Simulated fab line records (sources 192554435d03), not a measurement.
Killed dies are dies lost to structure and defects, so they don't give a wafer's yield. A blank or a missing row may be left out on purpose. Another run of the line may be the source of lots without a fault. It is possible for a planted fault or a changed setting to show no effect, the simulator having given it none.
fab line records	flow n5-finfet
record: lots: 10	wafers: 30	last-day: 18
route steps=1938 shown ZERO_LAYER@15 WELL_APT@33 PMOS_HMC_CHANNEL_EPI@65 BEOL_M4@1111
lots that met no fault: from a run of the same line without faults
start-h: the number of hours between the record's first day and the start of the first shown wafer of the lot	wait-h: hours elapsed since this lot's preceding step	" the same as in the row above	L1.1+2: several wafers, shown together as one row	- no value, or no start given	* or withheld: withheld	< > ~ a bound
route shown NAME@n: names a module that has steps shown in the file, with the first one's number in the route	usual: mean/standard deviation taken from wafers without a fault	same: alike in all rows	chamber/n: place in a boat	sites: each site's reading	_std_site: the standard deviation of these	_edge_site: mean of outer sites minus mean of inner sites	radius-mm: for every site, how far away it sits from the centre of the wafer	mask NAME#n: copy n	behind: tool/chamber where the wafer was last shaped	hold: why the lot was held/for how many hours/how that ended	device: transistor that didn't switch, given as n, p or np	end of line: the same wafers' tests at the end of the route	a step without rows: its recipe alone	killed: dies that structure and defects cost at the first sort, which is not the same as the wafer's yield	map: per-die view of a wafer (x killed, . not killed, _ where there is no die)
set.NAME: the run value of the setting; set.NAME@STEP: its run value at that earlier step	model.NAME: the simulator's own value behind a step, which no gauge read
a sample of lots followed through the steps of the route, with each step as a table and each wafer as a row
services: a tool's chamber out of use, with start hour (start-h, from the record's first day; less than 0 if before it), hours out, and reason
== steps ==
step: N5_ZERO_LAYER_ETCH_17
recipe: chemistry: CF4	target: SiO2	target-depth-a: 120	time-s: 13.3	ion-energy-ev: 350	pressure-mtorr: 40	source-w: 450	bias-w: 215	Ar_flow_sccm: 100	cf4-flow-sccm: 100
usual: drypump-motor-current-A: 5.7/0.35	oes-product-au: 0.77/0.065	rf-vpp-V: 949/4.6	showerhead-plenum-p-Torr: 2.15/0.071	throttle-valve-pct: 15.70/0.19
same: time-s: 13.3
lot.wafer	tool	chamber	start-h	wait-h	drypump-motor-current-A	oes-product-au	rf-hours-counter-h	rf-vpp-V	showerhead-plenum-p-Torr	throttle-valve-pct
L309.1	rie-diel-05	2	24.72	0.0	6.1	0.74	157	954	2.22	15.42
L309.3	"	1	"	"	5.2	0.69	234	947	2.12	15.98
L309.4	"	3	"	"	5.6	0.70	224	947	2.12	15.82
L312.2	rie-diel-02	2	43.09	0.0	5.5	0.83	70	945	2.08	15.45
L312.3	"	3	"	"	5.5	0.78	118	949	2.15	15.69
L312.4	"	0	"	"	5.4	0.72	195	952	2.21	15.64
L313.1	rie-diel-05	1	48.84	0.0	5.2	0.69	242	947	2.11	16.00
L313.3	"	0	"	"	6.1	0.75	127	949	2.16	15.61
L313.5	"	1	"	"	5.2	0.69	-	945	2.11	15.97
L314.1	rie-diel-05	2	54.84	0.0	6.0	0.74	165	953	2.22	15.45
L314.4	"	0	"	"	6.1	0.75	129	948	2.16	15.63
L314.6	"	1	"	"	5.2	0.69	-	947	2.11	15.99
L315.1	rie-diel-05	3	60.72	0.0	5.6	0.69	234	947	2.12	15.83
L315.4	"	3	"	"	5.6	0.69	-	946	2.12	15.83
L315.5	"	1	"	"	5.2	0.69	-	946	2.11	16.00
L316.2	rie-diel-05	1	66.71	0.0	5.2	0.69	247	947	2.11	15.99
L316.5	"	1	"	"	5.2	0.68	-	946	2.11	15.99
L316.6	"	3	"	"	5.6	0.69	-	946	2.12	15.84
L317.1	rie-diel-02	2	72.84	0.0	5.5	0.83	78	945	2.08	15.45
L317.4	"	0	"	"	5.4	0.72	204	953	2.21	15.67
L317.5	"	2	"	"	5.5	0.82	-	945	2.08	15.47
L320.3	rie-diel-02	0	90.86	0.0	5.4	0.72	210	953	2.20	15.66
L320.4	"	2	"	"	5.5	0.81	82	945	2.08	15.47
L320.6	"	1	"	"	6.3	0.82	-	955	2.26	15.92
L326.3	rie-diel-06	1	126.71	0.0	5.9	0.78	118	941	2.00	16.03
L326.4	"	0	"	"	5.7	0.83	90	954	2.25	15.64
L326.6	"	1	"	"	5.9	0.79	-	939	2.00	16.05
L330.1	rie-diel-02	3	150.84	0.0	5.5	0.76	149	949	2.14	15.76
L330.4	"	2	"	"	5.5	0.78	100	945	2.07	15.50
L330.6	"	3	"	"	5.5	0.75	-	949	2.14	15.76
step: N5_WELL_APT_IMPLANT_15
recipe: species: As	energy-kev: 25	dose-cm2: 1.5e+13	tilt-deg: 0	rotation-deg: 0
usual: dose-ions-cm2: 1.5001e+13/1.8e+10	faraday-current-uA: 190/3.7
lot.wafer	tool	chamber	start-h	wait-h	dose-ions-cm2	faraday-current-uA
L309.1	implanter-02	0	25.93	0.1	1.5014e+13	189
L309.3	"	0	"	"	1.4996e+13	196
L309.4	"	0	"	"	1.4992e+13	193
L312.2	implanter-01	0	44.64	0.1	1.503e+13	189
L312.3	"	0	"	"	1.5011e+13	190
L312.4	"	0	"	"	1.5009e+13	195
L313.1	implanter-01	0	50.30	0.1	1.502e+13	191
L313.3	"	0	"	"	1.5033e+13	196
L313.5	"	0	"	"	1.5022e+13	197
L314.1	implanter-02	0	56.17	0.1	1.4987e+13	183
L314.4	"	0	"	"	1.5005e+13	185
L314.6	"	0	"	"	1.499e+13	192
L315.1	implanter-02	0	62.06	0.1	1.4996e+13	188
L315.4	"	0	"	"	1.4978e+13	185
L315.5	"	0	"	"	1.5022e+13	186
L316.2	implanter-01	0	68.54	0.1	1.5021e+13	195
L316.5	"	0	"	"	1.5014e+13	185
L316.6	"	0	"	"	1.5004e+13	191
L317.1	implanter-01	0	74.67	0.1	1.5002e+13	182
L317.4	"	0	"	"	1.4998e+13	191
L317.5	"	0	"	"	1.5017e+13	194
L320.3	implanter-02	0	92.34	0.1	2.2791e+13	298
L320.4	"	0	"	"	2.284e+13	284
L320.6	"	0	"	"	2.2826e+13	293
L326.3	implanter-02	0	128.05	0.1	2.2807e+13	291
L326.4	"	0	"	"	2.2823e+13	288
L326.6	"	0	"	"	2.2842e+13	288
L330.1	implanter-01	0	152.25	0.1	1.4973e+13	193
L330.4	"	0	"	"	1.4981e+13	188
L330.6	"	0	"	"	1.499e+13	194
step: N5_WELL_APT_CD_MEAS_25
recipe: target-cd-nm: 200	landing-energy-ev: 500	detector: se-inlens
usual: cd-nm: 199.9/2.2
lot.wafer	tool	chamber	start-h	wait-h	cd-nm
L309.1	cd-sem-02	0	26.81	-	197.9
L309.3	"	0	"	"	199.4
L309.4	"	0	"	"	199.4
L312.2	cd-sem-03	0	45.39	-	203.6
L312.3	"	0	"	"	204.1
L312.4	"	0	"	"	202.7
L313.1	cd-sem-02	0	51.07	-	198.8
L313.3	"	0	"	"	200.0
L313.5	"	0	"	"	200.2
L314.1	cd-sem-01	0	57.05	-	204.6
L314.4	"	0	"	"	204.5
L314.6	"	0	"	"	203.4
L315.1	cd-sem-03	0	62.81	-	199.4
L315.4	"	0	"	"	200.8
L315.5	"	0	"	"	200.8
L316.2	cd-sem-03	0	69.26	-	199.1
L316.5	"	0	"	"	199.9
L316.6	"	0	"	"	202.0
L317.1	cd-sem-01	0	75.42	-	198.4
L317.4	"	0	"	"	198.6
L317.5	"	0	"	"	198.1
L320.3	cd-sem-03	0	93.04	-	201.1
L320.4	"	0	"	"	201.7
L320.6	"	0	"	"	198.5
L326.3	cd-sem-02	0	128.76	-	201.2
L326.4	"	0	"	"	199.1
L326.6	"	0	"	"	198.5
L330.1	cd-sem-03	0	153.07	-	200.1
L330.4	"	0	"	"	204.7
L330.6	"	0	"	"	204.6
step: N5_PMOS_HMC_CHANNEL_EPI_CD_MEAS_09
recipe: target-cd-nm: 237.4	landing-energy-ev: 500	detector: se-inlens
usual: cd-nm: 237.3/1
lot.wafer	tool	chamber	start-h	wait-h	cd-nm
L309.1	cd-sem-02	0	28.98	-	236.0
L309.3	"	0	"	"	235.3
L309.4	"	0	"	"	236.3
L312.2	cd-sem-02	0	47.87	-	237.4
L312.3	"	0	"	"	236.8
L312.4	"	0	"	"	237.9
L313.1	cd-sem-01	0	53.74	-	236.2
L313.3	"	0	"	"	237.4
L313.5	"	0	"	"	236.5
L314.1	cd-sem-01	0	59.53	-	237.0
L314.4	"	0	"	"	236.8
L314.6	"	0	"	"	237.0
L315.1	cd-sem-03	0	65.06	-	236.5
L315.4	"	0	"	"	236.6
L315.5	"	0	"	"	237.8
L316.2	cd-sem-02	0	71.46	-	236.7
L316.5	"	0	"	"	236.5
L316.6	"	0	"	"	236.9
L317.1	cd-sem-03	0	77.64	-	236.7
L317.4	"	0	"	"	237.4
L317.5	"	0	"	"	237.5
L320.3	cd-sem-03	0	95.67	-	238.0
L320.4	"	0	"	"	237.6
L320.6	"	0	"	"	237.4
L326.3	cd-sem-01	0	130.84	-	237.8
L326.4	"	0	"	"	237.4
L326.6	"	0	"	"	239.0
L330.1	cd-sem-03	0	155.52	-	236.2
L330.4	"	0	"	"	237.1
L330.6	"	0	"	"	236.6
step: N5_BEOL_M4_RC_MEAS_101
usual: CJ_P: 5.76/0.14	DIBL_N: 36.3/1.6	DIBL_P: 36.5/1.6	IOFF_N: 0.163/0.026	IOFF_P: 0.22/0.033	IOFF_P_LONG: 0.000106/8.4e-06	ION_N: 676/9.9	ION_P: 464/6.5	SS_N: 71.5/0.5	SS_P: 73.3/0.64	VT_N: 249.3/2.9	VT_P: -250/3.2
lot.wafer	tool	chamber	start-h	wait-h	CJ_P	DIBL_N[mV/V]	DIBL_P[mV/V]	IOFF_N[nA/um]	IOFF_P[nA/um]	IOFF_P_LONG[nA/um]	ION_N[uA/um]	ION_P[uA/um]	SS_N[mV/dec]	SS_P[mV/dec]	VT_N[mV]	VT_P[mV]
L309.1	prober-02	0	200.28	0.1	5.55	36.5	35.4	0.157	0.23	0.000107	674	461	72.0	72.8	251.4	-249
L309.3	"	0	"	"	5.76	38.0	37.1	0.188	0.26	0.000111	685	476	72.2	73.8	244.5	-245
L309.4	"	0	"	"	5.77	35.6	34.9	0.149	0.22	0.000111	695	479	71.3	73.0	246.2	-246
L312.2	prober-02	0	208.37	0.2	5.69	36.9	37.9	0.179	0.22	9.7e-05	673	463	71.6	74.8	245.1	-251
L312.3	"	0	"	"	5.80	37.0	38.1	0.182	0.22	9.8e-05	688	466	71.7	73.9	246.4	-250
L312.4	"	0	"	"	5.89	35.6	36.5	0.160	0.20	9.9e-05	697	464	70.8	74.3	248.8	-253
L313.1	prober-01	0	215.01	0.0	5.82	35.5	36.1	0.146	0.20	0.000105	666	453	71.3	73.2	252.9	-253
L313.3	"	0	"	"	5.83	38.1	38.4	0.192	0.24	0.000106	687	462	71.6	73.6	246.5	-249
L313.5	"	0	"	"	5.92	35.7	36.6	0.154	0.21	0.000108	680	468	70.6	73.5	246.8	-251
L314.1	prober-01	0	224.87	0.3	5.73	39.4	38.9	0.212	0.32	0.000129	686	472	71.8	74.2	244.7	-242
L314.4	"	0	"	"	5.84	35.7	35.8	0.142	0.25	0.000131	662	470	70.8	73.1	251.3	-244
L314.6	"	0	"	"	5.75	37.3	36.8	0.167	0.27	0.00013	666	473	72.1	73.3	248.1	-246
L316.2	prober-02	0	234.80	0.2	5.82	38.9	37.9	0.218	0.28	0.000113	683	474	72.0	73.7	246.9	-247
L316.5	"	0	"	"	5.85	39.4	38.2	0.235	0.28	0.000113	689	469	72.1	74.2	242.8	-246
L316.6	"	0	"	"	5.77	39.1	37.9	0.222	0.28	0.000112	696	473	72.5	73.8	244.2	-245
L315.1	prober-01	0	235.10	0.0	5.56	34.5	35.3	0.135	0.17	9.8e-05	670	452	71.3	72.5	252.4	-254
L315.4	"	0	"	"	5.91	34.2	35.9	0.142	0.18	0.000103	682	464	71.1	72.5	249.9	-250
L315.5	"	0	"	"	5.67	33.9	34.6	0.129	0.17	0.0001	674	461	71.5	72.6	249.3	-252
L317.1	prober-02	0	254.38	0.0	5.69	35.7	36.2	0.166	0.22	0.000108	674	464	71.5	73.8	249.9	-248
L317.4	"	0	"	"	5.60	36.0	36.5	0.165	0.22	0.000107	677	463	70.5	73.2	250.0	-248
L317.5	"	0	"	"	5.73	35.3	35.6	0.152	0.21	0.00011	667	458	71.2	73.4	250.9	-249
L320.3	prober-02	0	262.66	0.3	7.17	34.6	35.5	0.129	0.18	0.000146	658	456	71.6	72.6	253.8	-253
L320.4	"	0	"	"	7.09	34.3	35.5	0.123	0.18	0.000146	671	466	71.3	72.7	253.7	-250
L320.6	"	0	"	"	7.24	36.5	38.3	0.157	0.22	0.000151	670	463	71.7	72.6	250.7	-250
L326.3	prober-01	0	307.48	0.3	7.06	33.9	33.9	0.123	0.21	0.000152	676	476	71.4	72.4	255.8	-247
L326.4	"	0	"	"	6.92	34.3	33.8	0.123	0.20	0.000147	665	458	71.0	73.0	254.4	-249
L326.6	"	0	"	"	6.83	34.3	33.8	0.128	0.20	0.000144	663	466	71.2	72.2	256.5	-247
L330.1	prober-01	0	320.48	0.0	5.82	36.3	35.8	0.173	0.24	0.000114	681	463	71.5	73.2	246.1	-246
L330.4	"	0	"	"	5.85	36.5	35.5	0.165	0.23	0.000113	671	462	72.0	74.0	247.7	-246
L330.6	"	0	"	"	5.66	38.5	39.0	0.217	0.30	0.000112	696	473	72.0	74.1	243.8	-245
== services ==
tool	chamber	start-h	hours	kind
rie-diel-02	2	12.84	2.6	repair
implanter-01	-	34.71	3.6	pm
rie-diel-02	1	36.31	3.8	repair
implanter-02	-	40.03	8.2	repair
rie-diel-02	-	56.32	2.8	pm
rie-diel-05	0	56.42	14.8	repair
rie-diel-05	1	74.20	-	clean
rie-diel-05	1	74.20	-	consumable-replace:focus-ring
rie-diel-05	1	74.20	19.4	scheduled-down
rie-diel-05	1	74.20	19.4	vent-cycle
implanter-02	-	78.15	2.6	pm
rie-diel-05	3	106.00	-	clean
rie-diel-05	3	106.00	-	consumable-replace:focus-ring
rie-diel-05	3	106.00	22.3	scheduled-down
rie-diel-05	3	106.00	22.3	vent-cycle
rie-diel-06	3	106.80	1.2	repair
rie-diel-06	-	110.12	0.7	repair
rie-diel-06	0	151.75	8.8	repair
== key ==
first-sign: step: N5_WELL_APT_IMPLANT_15	reading: dose-ions-cm2	direction: up	sigmas: 99+	usual: 1.5001e+13	struck: 2.2821e+13
effect: step: N5_WELL_APT_IMPLANT_15	reading: faraday-current-uA	direction: up	sigmas: 27	usual: 190	struck: 290
effect: step: N5_BEOL_M4_RC_MEAS_101	reading: CJ_P	direction: up	sigmas: 9	usual: 5.76	struck: 7.05
effect: step: N5_BEOL_M4_RC_MEAS_101	reading: IOFF_P_LONG	direction: up	sigmas: 4.9	usual: 0.000106	struck: 0.000148
met-at N5_WELL_APT_IMPLANT_15
struck-lots L320,L326
not-acting-at N5_ZERO_LAYER_ETCH_17,N5_WELL_APT_CD_MEAS_25,N5_PMOS_HMC_CHANNEL_EPI_CD_MEAS_09
onset-between 62.06 92.34
fault: kind: process-parameter-drift	tool: implanter-02	chamber: -	onset-h: 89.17	steps: N5_WELL_APT_IMPLANT_15	channel: dose-cm2	offset: 7.8311e+12	shape: step	end-h: 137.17	acts-in: these-recipes-only	stated: 1.5e+13
